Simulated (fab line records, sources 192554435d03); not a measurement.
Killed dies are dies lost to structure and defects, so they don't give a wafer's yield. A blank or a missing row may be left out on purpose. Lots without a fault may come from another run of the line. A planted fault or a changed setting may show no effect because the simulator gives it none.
Chamber matching | flow n5_finfet | N5_BEOL_M3_ETCH_74 on rie_diel-06: 4 sister chambers
The step etches underlayer in N2/H2, target depth 6.5 nm, time 5.2 s. 4 wafers are shown with their chamber, then 9 later ones without.

WAFERS WITH THEIR CHAMBER
wafer  | chamber | throttle_valve_pct (%)
L082.4 | 3       | 18.28
L086.6 | 0       | 17.42
L091.5 | 1       | 17.75
L091.6 | 2       | 17.66

WAFERS WITHOUT THEIR CHAMBER
wafer  | throttle_valve_pct (%)
L093.1 | 17.68
L093.2 | 17.41
L093.4 | 18.35
L094.1 | 17.71
L094.2 | 17.66
L094.5 | 17.70
L097.2 | 17.45
L097.4 | 18.34
L097.5 | 17.73

WHICH CHAMBER EACH WENT THROUGH
wafer  | from the rows above     | in truth
L093.1 | can't be placed: 2 or 1 | 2
L093.2 | 0                       | 0
L093.4 | 3                       | 3
L094.1 | can't be placed: 1 or 2 | 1
L094.2 | 2                       | 2
L094.5 | can't be placed: 2 or 1 | 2
L097.2 | 0                       | 0
L097.4 | 3                       | 3
L097.5 | can't be placed: 1 or 2 | 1
Placed correctly: 5 of 9. Can't be placed from these rows: 4 (the true chamber is among the candidates in 4). Placed wrongly: 0.
How it was worked out, from the rows above alone: a wafer's distance from a chamber is the root of the sum, over the readings, of the square of ((its reading less the chamber's mean) divided by the reading's scatter). The wafer belongs to the nearest chamber; if the next one is less than 2 further off, it can't be placed. A chamber's mean is the mean of its shown wafers. The scatter: with one shown wafer a chamber, the root of the mean of the squares of how far each hidden wafer lies from its nearest shown one.
